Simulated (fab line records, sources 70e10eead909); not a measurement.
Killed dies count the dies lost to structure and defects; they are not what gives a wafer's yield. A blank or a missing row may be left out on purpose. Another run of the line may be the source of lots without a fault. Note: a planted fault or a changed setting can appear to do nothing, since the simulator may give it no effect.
Matching of chambers -- flow nandHarc -- NHARC_A_BONDPAD_ETCH_12 on rieDiel-09 has 4 sister chambers
The step etches the open film in CHF3/O2, target depth 220 nm, time 110 s. 8 wafers are shown with their chamber, then 10 later ones without.

## EACH WAFER AND ITS CHAMBER
wafer,chamber,showerheadPlenumPTorr (Torr),drypumpMotorCurrentA (A)
L170.1,0,2.28,5.79
L170.4,1,2.28,6.04
L174.1,3,2.57,5.44
L174.6,2,2.54,5.85
L175.2,1,2.28,6.02
L175.3,3,2.57,5.42
L175.5,0,2.27,5.82
L179.4,2,2.54,5.88

## WAFERS WHOSE CHAMBER IS MISSING
wafer,showerheadPlenumPTorr (Torr),drypumpMotorCurrentA (A)
L179.5,2.57,5.45
L185.3,2.27,5.77
L185.4,2.54,5.86
L185.5,2.28,6.03
L188.1,2.54,5.86
L188.3,2.28,6.04
L188.6,2.28,6.05
L187.2,2.27,5.79
L187.5,2.28,6.01
L187.6,2.54,5.88

## EACH ONE'S CHAMBER
wafer,from the rows above,in truth
L179.5,3,3
L185.3,0,0
L185.4,2,2
L185.5,1,1
L188.1,2,2
L188.3,1,1
L188.6,1,1
L187.2,0,0
L187.5,1,1
L187.6,2,2
10 of 10 placed correctly. Can't be placed from these rows: 0. 0 placed wrongly.
How it was worked out, from the rows above alone: a wafer's distance from a chamber is the root of the sum, over the readings, of the square of ((its reading less the chamber's mean) divided by the reading's scatter). The wafer belongs to the nearest chamber; if the next one is less than 2 further off, it can't be placed. A chamber's mean is the mean of its shown wafers. The scatter is the square root of a quotient: the sum, over the shown wafers, of each reading's squared deviation from its chamber's mean, divided by wafers minus chambers.
